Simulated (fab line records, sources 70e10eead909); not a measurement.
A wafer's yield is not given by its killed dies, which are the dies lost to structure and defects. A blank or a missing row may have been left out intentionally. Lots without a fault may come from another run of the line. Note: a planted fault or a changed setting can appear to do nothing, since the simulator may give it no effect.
Comparing a struck lot with a sound one    flow nand_harc    41 steps out of a route of 1159
Sound: the wafers L413.1, L413.2, L413.3. Struck: wafer L426.4 (L426.1, L426.3, from the same lot, were not struck and are left out); the cause is given at the end.
At each step with rows: each side's tool, then ch and its chambers, then its first start. Under that, the readings that differ: sound wafers    struck wafers    difference of the means    sigmas: that difference in standard deviations of wafers without a fault.
alike: words and numbers the same on both sides, and readings whose means are apart by under 2 such deviations; not compared: readings that were withheld, readings missing a value for some wafer, numbers with overlapping values and no deviation given by the record, and bounds like >300 which may hide the same value.
The two part at a step that has a row with sigmas, a row that says differs or no value, or rows on one side only. When numbers do not overlap yet have no deviation, they are printed without sigmas and do not part them. A reading missing from all wafers of one side parts the sides only when that side holds two or more wafers.

NHARC_P_M2_OVL_MEAS_10: pitch 340 nm.
  struck on overlay-01, day 10 15:38; sound on overlay-01, day 7 09:05
  alike: overlay_x_nm, overlay_y_nm
NHARC_P_M2_INSPECT_11:
  struck on defect_inspect-01, day 10 15:41; sound on defect_inspect-02, day 7 09:08
  alike: raw_defect_count
then, 2 steps without rows for these wafers: NHARC_P_M2_DESCUM_14 (chemistry O2, time 3 s); NHARC_P_M2_ETCH_35 (etches the open film in N2/H2, target depth 40 nm, overetch 12 nm, time 43.94 s).
NHARC_P_M2_ETCH_15: etches the open film in C4F8/Ar, target depth 182.5 nm, time 91.2 s.
  sound: rie_diel-03 ch 1,2,3; struck: rie_diel-03 ch 2
reading                 sound  struck  difference  sigmas
rf_hours_counter_h (h)  4 4 4  0       -4          
  alike: bias_w, chamber_pressure_mTorr, oes_product_au, rf_vpp_V
NHARC_P_M2_CD_MEAS_16:
  struck on cd_sem-02, day 10 16:02; sound on cd_sem-01, day 7 09:29
  alike: cd_nm
then, 5 steps without rows for these wafers: NHARC_P_M2_STRIP_18 (strips in N2/H2); NHARC_P_M2_ETCH_28 (etches the open film in CF4/N2, target depth 30 nm, time 72.99 s); NHARC_P_M2_STRIP_19 (strips in post etch residue remover, time 600 s); NHARC_P_M2_DEGAS_29 (time 60 s); NHARC_P_M2_PRE_CLEAN_30 (time 30 s).
NHARC_P_M2_PVD_20: deposits TaN, target thk 5 nm, time 8.06 s.
  sound on pvd_sputter-01; struck on pvd_sputter-02
  alike: substrate_temp_c, throttle_valve_pct
NHARC_P_M2_PVD_21: deposits Cu, target thk 30 nm, time 20.49 s.
  struck on pvd_sputter-02, day 10 17:02; sound on pvd_sputter-01, day 7 10:26
  alike: substrate_temp_c, throttle_valve_pct
then, 1 step without rows for these wafers: NHARC_P_M2_ECD_22 (material Cu, target thk 400 nm).
NHARC_P_M2_ANNEAL_31: time 90 s.
  sound on rtp_anneal-02 ch 0, day 7 10:56; struck on rtp_anneal-01 ch 0, day 10 17:53
  alike: wafer_temp_C_max
NHARC_P_M2_CMP_23: polishes, t overpolish 20 s, target thk 144.3 nm.
  sound on cmp-01 ch 0,2,3, day 7 11:19; struck on cmp-04 ch 3, day 10 18:14
  alike: motor_current_A, slurry_filter_dp_kPa, time_to_endpoint_s
next, for these wafers, 1 step has no rows: NHARC_P_M2_SRD_25.
NHARC_P_M2_INSPECT_27:
  struck on defect_inspect-02, day 10 18:43; sound on defect_inspect-01, day 7 11:46
  alike: raw_defect_count
then, 4 steps without rows for these wafers: NHARC_P_M2_PRE_CLEAN_32 (time 12 s); NHARC_P_M2_DEP_33 (deposits SiCN, target thk 30 nm); NHARC_P_BONDPAD_DEP_00 (deposits SiCN, target thk 250 nm); NHARC_P_BONDPAD_CMP_32 (polishes SiCN, target thk 200 nm).
NHARC_P_BONDPAD_THK_MEAS_33: measures by ellipsometry.
  sound wafers here have rows in the record (film_metro-01, day 7 12:59); struck ones have none
then, 10 steps without rows for these wafers: NHARC_P_BONDPAD_SRD_34; NHARC_P_BONDPAD_DEHYDRATE_01 (time 120 s); NHARC_P_BONDPAD_HMDS_02 (time 30 s); NHARC_P_BONDPAD_COAT_36 (time 65 s); NHARC_P_BONDPAD_COAT_03 (resist thk 600 nm); NHARC_P_BONDPAD_SOFTBAKE_04 (time 70 s); NHARC_P_BONDPAD_EBR_05; NHARC_P_BONDPAD_EXPOSE_06 (exposes mask P BPAD); NHARC_P_BONDPAD_PEB_07 (peb time 80 s); NHARC_P_BONDPAD_DEVELOP_08 (time 50 s).
NHARC_P_BONDPAD_CD_MEAS_09: the cd target is 500 nm.
  the record has rows for the sound wafers here (cd_sem-01 ch 0, day 7 13:26) and none for the struck ones
NHARC_P_BONDPAD_OVL_MEAS_38:
  sound wafers here have rows in the record (overlay-01, day 7 13:31); struck ones have none
then, 1 step without rows for these wafers: NHARC_P_BONDPAD_HARDBAKE_10 (time 65 s).
NHARC_P_BONDPAD_DESCUM_11: chemistry O2, time 3 s.
  the record has rows for the sound wafers here (rie_diel-08 ch 0,2,3, day 7 13:38) and none for the struck ones
then, 2 steps without rows for these wafers: NHARC_P_BONDPAD_ETCH_37 (etches the open film in N2/H2, target depth 60 nm, overetch 18 nm, time 65.91 s); NHARC_P_BONDPAD_ETCH_12 (etches the open film in CHF3/O2, target depth 200 nm, time 100 s).
NHARC_P_BONDPAD_CD_MEAS_13:
  sound wafers here have rows in the record (cd_sem-03, day 7 13:58); struck ones have none
-- the record jumps here: 16 days lie between the struck wafers' starts before and after (it left off in module P_BONDPAD and takes up again in module END, whose first step shown is number 1159 of the route) --
NHARC_END_SORT_01:
  sound on prober-01 ch 0, day 21 21:18; struck on prober-02 ch 0, day 26 16:19
reading                   sound           struck  difference  sigmas
defect_limited_yield (%)  95.3 96.0 96.9  0       -96         -60
killed_at_periphery       5 2 1           642     +639        +99 or more
killed_dies               32 27 21        677     +650        +59
sort_bin_2_pct (%)        1.2 1.3 1.0     96.5    +95.3       +99 or more
sort_n_pass               645 650 656     0       -650        -59
sort_rim_yield_pct (%)    96.2 91.5 93.4  0       -94         -41
sort_yield_pct (%)        95.3 96.0 96.9  0       -96         -60
  alike: killed_at_array, killed_at_other, killed_open, killed_short, sort_bin_3_pct, sort_bin_4_pct

## WHERE THEY PART
First at NHARC_P_BONDPAD_THK_MEAS_33; last, within this record, at NHARC_END_SORT_01.

WHY: the cause the simulator had injected
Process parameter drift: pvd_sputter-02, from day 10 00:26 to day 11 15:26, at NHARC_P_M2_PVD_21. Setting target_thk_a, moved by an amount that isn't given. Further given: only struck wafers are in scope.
